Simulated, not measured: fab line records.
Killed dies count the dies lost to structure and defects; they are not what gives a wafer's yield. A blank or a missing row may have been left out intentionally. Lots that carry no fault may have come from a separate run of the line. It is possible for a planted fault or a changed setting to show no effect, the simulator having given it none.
Matching of chambers ; flow n5Finfet ; 3 sister chambers for N5_BEOL_M0_SAQP_PECVD_03 on pecvd-04
The step deposits SiCN from 3MS/NH3, target thk 12 nm, time 21.1 s. 3 wafers are shown with their chamber, then 7 later ones without.

WAFERS WITH THEIR CHAMBER
wafer;chamber;showerheadPlenumPTorr (Torr)
L078.4;0;3.650
L090.5;1;3.631
L092.4;2;3.655

WAFERS WHOSE CHAMBER IS MISSING
wafer;showerheadPlenumPTorr (Torr)
L092.5;3.625
L095.2;3.656
L095.4;3.625
L095.5;3.663
L096.1;3.663
L096.4;3.653
L096.6;3.637

WHICH CHAMBER EACH WENT THROUGH
wafer;from the rows above;in truth
L092.5;1;1
L095.2;can't be placed: 2 or 0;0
L095.4;1;1
L095.5;can't be placed: 2 or 0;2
L096.1;can't be placed: 2 or 0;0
L096.4;can't be placed: 2 or 0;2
L096.6;can't be placed: 1 or 0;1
Correct placement for 2 of the 7. Not placeable from these rows: 5 (in 5, the candidates include the true chamber). 0 placed wrongly.
How it was worked out, from the rows above alone: a wafer's distance from a chamber is the root of the sum, over the readings, of the square of ((its reading less the chamber's mean) divided by the reading's scatter). If the next closest chamber is less than 2 further off than the closest, the wafer can't be placed; otherwise it belongs to the closest. For every chamber, the mean is computed from those of its wafers that are shown. The scatter: with one shown wafer a chamber, the root of the mean of the squares of how far each hidden wafer lies from its nearest shown one.
